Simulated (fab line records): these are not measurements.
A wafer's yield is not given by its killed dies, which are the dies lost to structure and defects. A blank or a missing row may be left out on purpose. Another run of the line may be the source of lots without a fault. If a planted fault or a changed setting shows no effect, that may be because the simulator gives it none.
Which of the tools did it? / flow n5 finfet / Sampling: 12 lots, 32 wafers, 6 of 1938 route steps

WHAT THE GAUGES SHOWED, per wafer
No reading from a measuring or inspecting step in the record can be judged against a usual standard deviation.

TOOL THAT RAN EACH LOT (tool first, then ch and the chambers of the sampled wafers, then the start)
lot=L235; N5_BEOL_M5_PECVD_70=pecvd-01 ch 0,2, day 8 14:08; N5_BEOL_M5_ANNEAL_49=pvd sputter-02, day 8 18:16; N5_BEOL_M5_SPUTTER_88=pvd sputter-02, day 8 21:26; N5_BEOL_M5_ANNEAL_89=pvd sputter-02, day 8 21:31; N5_BEOL_M5_CMP_52=cmp-04 ch 1,3, day 8 23:13; N5_PASSIVATION_PROBE_49=-
lot=L236; N5_BEOL_M5_PECVD_70=pecvd-04 ch 0,1, day 8 19:38; N5_BEOL_M5_ANNEAL_49=pvd sputter-01, day 9 01:20; N5_BEOL_M5_SPUTTER_88=pvd sputter-01, day 9 04:31; N5_BEOL_M5_ANNEAL_89=pvd sputter-01, day 9 04:36; N5_BEOL_M5_CMP_52=cmp-01 ch 2,3, day 9 06:09; N5_PASSIVATION_PROBE_49=-
lot=L238; N5_BEOL_M5_PECVD_70=pecvd-01 ch 1, day 9 07:35; N5_BEOL_M5_ANNEAL_49=pvd sputter-03, day 9 14:45; N5_BEOL_M5_SPUTTER_88=pvd sputter-03, day 9 17:56; N5_BEOL_M5_ANNEAL_89=pvd sputter-03, day 9 18:01; N5_BEOL_M5_CMP_52=cmp-04 ch 3, day 9 19:34; N5_PASSIVATION_PROBE_49=-
lot=L240; N5_BEOL_M5_PECVD_70=pecvd-02 ch 0,1, day 9 08:31; N5_BEOL_M5_ANNEAL_49=pvd sputter-01, day 9 15:07; N5_BEOL_M5_SPUTTER_88=pvd sputter-01, day 9 18:17; N5_BEOL_M5_ANNEAL_89=pvd sputter-01, day 9 18:22; N5_BEOL_M5_CMP_52=cmp-04 ch 2,3, day 9 20:22; N5_PASSIVATION_PROBE_49=-
lot=L241; N5_BEOL_M5_PECVD_70=pecvd-04 ch 0,1, day 10 04:46; N5_BEOL_M5_ANNEAL_49=pvd sputter-03, day 10 10:03; N5_BEOL_M5_SPUTTER_88=pvd sputter-03, day 10 13:14; N5_BEOL_M5_ANNEAL_89=pvd sputter-03, day 10 13:19; N5_BEOL_M5_CMP_52=cmp-01 ch 1,2,3, day 10 14:49; N5_PASSIVATION_PROBE_49=-
lot=L242; N5_BEOL_M5_PECVD_70=pecvd-01 ch 0,1, day 10 05:19; N5_BEOL_M5_ANNEAL_49=pvd sputter-02, day 10 12:28; N5_BEOL_M5_SPUTTER_88=pvd sputter-02, day 10 15:38; N5_BEOL_M5_ANNEAL_89=pvd sputter-02, day 10 15:43; N5_BEOL_M5_CMP_52=cmp-03 ch 0,1, day 10 17:13; N5_PASSIVATION_PROBE_49=-
lot=L246; N5_BEOL_M5_PECVD_70=pecvd-02 ch 0,1, day 10 23:08; N5_BEOL_M5_ANNEAL_49=pvd sputter-02, day 11 04:44; N5_BEOL_M5_SPUTTER_88=pvd sputter-02, day 11 07:55; N5_BEOL_M5_ANNEAL_89=pvd sputter-02, day 11 08:00; N5_BEOL_M5_CMP_52=cmp-04 ch 0,2,3, day 11 09:50; N5_PASSIVATION_PROBE_49=-
lot=L249; N5_BEOL_M5_PECVD_70=pecvd-01 ch 0,2, day 11 06:40; N5_BEOL_M5_ANNEAL_49=pvd sputter-03, day 11 13:43; N5_BEOL_M5_SPUTTER_88=pvd sputter-03, day 11 16:53; N5_BEOL_M5_ANNEAL_89=pvd sputter-03, day 11 16:58; N5_BEOL_M5_CMP_52=cmp-04 ch 0,2, day 11 18:46; N5_PASSIVATION_PROBE_49=-
lot=L247; N5_BEOL_M5_PECVD_70=pecvd-01 ch 0,2, day 11 07:09; N5_BEOL_M5_ANNEAL_49=pvd sputter-01, day 11 16:08; N5_BEOL_M5_SPUTTER_88=pvd sputter-01, day 11 19:19; N5_BEOL_M5_ANNEAL_89=pvd sputter-01, day 11 19:23; N5_BEOL_M5_CMP_52=cmp-03 ch 0,1, day 11 21:16; N5_PASSIVATION_PROBE_49=prober-01, day 15 20:23
lot=L250; N5_BEOL_M5_PECVD_70=pecvd-01 ch 1,2, day 12 05:30; N5_BEOL_M5_ANNEAL_49=pvd sputter-01, day 12 09:50; N5_BEOL_M5_SPUTTER_88=pvd sputter-01, day 12 13:01; N5_BEOL_M5_ANNEAL_89=pvd sputter-01, day 12 13:06; N5_BEOL_M5_CMP_52=cmp-04 ch 1,2,3, day 12 14:38; N5_PASSIVATION_PROBE_49=-
lot=L251; N5_BEOL_M5_PECVD_70=pecvd-01 ch 0,1, day 12 10:58; N5_BEOL_M5_ANNEAL_49=pvd sputter-02, day 12 16:04; N5_BEOL_M5_SPUTTER_88=pvd sputter-02, day 12 19:15; N5_BEOL_M5_ANNEAL_89=pvd sputter-02, day 12 19:20; N5_BEOL_M5_CMP_52=cmp-01 ch 1,2,3, day 12 20:50; N5_PASSIVATION_PROBE_49=prober-01, day 16 19:49
lot=L258; N5_BEOL_M5_PECVD_70=pecvd-04 ch 0,1,2, day 14 08:01; N5_BEOL_M5_ANNEAL_49=pvd sputter-03, day 14 12:38; N5_BEOL_M5_SPUTTER_88=pvd sputter-03, day 14 19:56; N5_BEOL_M5_ANNEAL_89=pvd sputter-03, day 14 20:01; N5_BEOL_M5_CMP_52=cmp-03 ch 0,3, day 14 21:32; N5_PASSIVATION_PROBE_49=-
- N5_BEOL_M5_PECVD_70: deposits SiO2 from TEOS/O2, target thk 16 nm, time 18 s.
- N5_BEOL_M5_ANNEAL_49: time 1800 s.
- N5_BEOL_M5_SPUTTER_88: material Cu, target thk 15 nm, time 27.62 s.
- N5_BEOL_M5_ANNEAL_89: time 1800 s.
- N5_BEOL_M5_CMP_52: polishes, stops on SiCOH lowk, t overpolish 6.9 s, target thk 62 nm.
- N5_PASSIVATION_PROBE_49

AS READ BY THE TOOLS THEMSELVES (means over the sampled wafers that have a number; for cases with no such wafer, the mark the record gives instead)
N5_BEOL_M5_PECVD_70.
lot=L235; tool=pecvd-01; heater power w (W)=608; showerhead plenum p Torr (Torr)=8.81; throttle valve pct (%)=21.6
lot=L236; tool=pecvd-04; heater power w (W)=605; showerhead plenum p Torr (Torr)=8.75; throttle valve pct (%)=22.3
lot=L238; tool=pecvd-01; heater power w (W)=953; showerhead plenum p Torr (Torr)=8.79; throttle valve pct (%)=23.5
lot=L240; tool=pecvd-02; heater power w (W)=626; showerhead plenum p Torr (Torr)=8.73; throttle valve pct (%)=21.0
lot=L241; tool=pecvd-04; heater power w (W)=637; showerhead plenum p Torr (Torr)=8.74; throttle valve pct (%)=22.1
lot=L242; tool=pecvd-01; heater power w (W)=798; showerhead plenum p Torr (Torr)=8.79; throttle valve pct (%)=22.6
lot=L246; tool=pecvd-02; heater power w (W)=679; showerhead plenum p Torr (Torr)=8.73; throttle valve pct (%)=21.0
lot=L249; tool=pecvd-01; heater power w (W)=602; showerhead plenum p Torr (Torr)=8.81; throttle valve pct (%)=21.7
lot=L247; tool=pecvd-01; heater power w (W)=608; showerhead plenum p Torr (Torr)=8.81; throttle valve pct (%)=21.8
lot=L250; tool=pecvd-01; heater power w (W)=710; showerhead plenum p Torr (Torr)=8.77; throttle valve pct (%)=22.4
lot=L251; tool=pecvd-01; heater power w (W)=815; showerhead plenum p Torr (Torr)=8.78; throttle valve pct (%)=22.6
lot=L258; tool=pecvd-04; heater power w (W)=710; showerhead plenum p Torr (Torr)=8.74; throttle valve pct (%)=22.1

N5_BEOL_M5_ANNEAL_49.
lot=L235; tool=pvd sputter-02; heater power w (W)=844
lot=L236; tool=pvd sputter-01; heater power w (W)=981
lot=L238; tool=pvd sputter-03; heater power w (W)=844
lot=L240; tool=pvd sputter-01; heater power w (W)=969
lot=L241; tool=pvd sputter-03; heater power w (W)=885
lot=L242; tool=pvd sputter-02; heater power w (W)=855
lot=L246; tool=pvd sputter-02; heater power w (W)=863
lot=L249; tool=pvd sputter-03; heater power w (W)=881
lot=L247; tool=pvd sputter-01; heater power w (W)=1009
lot=L250; tool=pvd sputter-01; heater power w (W)=951
lot=L251; tool=pvd sputter-02; heater power w (W)=846
lot=L258; tool=pvd sputter-03; heater power w (W)=920

N5_BEOL_M5_SPUTTER_88.
lot=L235; tool=pvd sputter-02; throttle valve pct (%)=30.1
lot=L236; tool=pvd sputter-01; throttle valve pct (%)=28.4
lot=L238; tool=pvd sputter-03; throttle valve pct (%)=30.4
lot=L240; tool=pvd sputter-01; throttle valve pct (%)=29.1
lot=L241; tool=pvd sputter-03; throttle valve pct (%)=30.3
lot=L242; tool=pvd sputter-02; throttle valve pct (%)=29.6
lot=L246; tool=pvd sputter-02; throttle valve pct (%)=29.6
lot=L249; tool=pvd sputter-03; throttle valve pct (%)=29.7
lot=L247; tool=pvd sputter-01; throttle valve pct (%)=29.8
lot=L250; tool=pvd sputter-01; throttle valve pct (%)=30.4
lot=L251; tool=pvd sputter-02; throttle valve pct (%)=29.5
lot=L258; tool=pvd sputter-03; throttle valve pct (%)=29.5

N5_BEOL_M5_ANNEAL_89.
lot=L235; tool=pvd sputter-02; heater power w (W)=859
lot=L236; tool=pvd sputter-01; heater power w (W)=978
lot=L238; tool=pvd sputter-03; heater power w (W)=857
lot=L240; tool=pvd sputter-01; heater power w (W)=974
lot=L241; tool=pvd sputter-03; heater power w (W)=893
lot=L242; tool=pvd sputter-02; heater power w (W)=852
lot=L246; tool=pvd sputter-02; heater power w (W)=845
lot=L249; tool=pvd sputter-03; heater power w (W)=860
lot=L247; tool=pvd sputter-01; heater power w (W)=1009
lot=L250; tool=pvd sputter-01; heater power w (W)=976
lot=L251; tool=pvd sputter-02; heater power w (W)=845
lot=L258; tool=pvd sputter-03; heater power w (W)=910

N5_BEOL_M5_CMP_52.
lot=L235; tool=cmp-04; barrier field endpoint s (s)=24.2; motor current A (A)=6.6
lot=L236; tool=cmp-01; barrier field endpoint s (s)=24.5; motor current A (A)=5.8
lot=L238; tool=cmp-04; barrier field endpoint s (s)=25.2; motor current A (A)=6.2
lot=L240; tool=cmp-04; barrier field endpoint s (s)=24.2; motor current A (A)=5.7
lot=L241; tool=cmp-01; barrier field endpoint s (s)=24.5; motor current A (A)=5.7
lot=L242; tool=cmp-03; barrier field endpoint s (s)=24.0; motor current A (A)=6.1
lot=L246; tool=cmp-04; barrier field endpoint s (s)=24.2; motor current A (A)=5.9
lot=L249; tool=cmp-04; barrier field endpoint s (s)=24.6; motor current A (A)=5.6
lot=L247; tool=cmp-03; barrier field endpoint s (s)=24.2; motor current A (A)=6.8
lot=L250; tool=cmp-04; barrier field endpoint s (s)=26.1; motor current A (A)=6.0
lot=L251; tool=cmp-01; barrier field endpoint s (s)=25.8; motor current A (A)=5.8
lot=L258; tool=cmp-03; barrier field endpoint s (s)=25.0; motor current A (A)=5.5

N5_PASSIVATION_PROBE_49.
lot=L247; tool=prober-01; defect limited yield (%)=91.0; killed_at_M0_to_M3=36; killed_at_M4_up=10; killed at contacts=18; killed at front end=37; killed at other=6; killed dies=106; killed open=64; killed short=37; sort_bin_4_leakage (%)=0.00; sort_bin_5_function (%)=5.3; sort_bin_6_memory (%)=3.3; sort n pass=1074; sort yield pct (%)=91.0
lot=L251; tool=prober-01; defect limited yield (%)=90.4; killed_at_M0_to_M3=36; killed_at_M4_up=20; killed at contacts=6; killed at front end=48; killed at other=2; killed dies=113; killed open=75; killed short=32; sort_bin_4_leakage (%)=0.00; sort_bin_5_function (%)=5.2; sort_bin_6_memory (%)=4.0; sort n pass=1067; sort yield pct (%)=90.4

THE ANSWER, worked out from the rows above alone
Rule: the usual values come from the lots themselves. The widest of any qualifying gaps counts: lots, ordered by their means at a reading, are off when they make up no more than a third of the lots, leave a main group of 4 or more, and stand apart from it by 3 or more times the standard deviation of that group's means. Not used: any main group whose means are identical at the precision the tables above print for the reading. A lot without any number at a reading at which 4 lots or more have one is off too. Where the step has rows for the other lots, those lots are counted as sound. Order of review: gauges by route order, followed by the tools' own readings, for which a lot's mean as printed above is used. At the first step where some lot is off, the reading lying furthest off is the one used; lots without a number count as furthest.
Across all readings shown, no lot is off: no conclusion can be drawn from this.

WHAT THE SIMULATOR PUT IN
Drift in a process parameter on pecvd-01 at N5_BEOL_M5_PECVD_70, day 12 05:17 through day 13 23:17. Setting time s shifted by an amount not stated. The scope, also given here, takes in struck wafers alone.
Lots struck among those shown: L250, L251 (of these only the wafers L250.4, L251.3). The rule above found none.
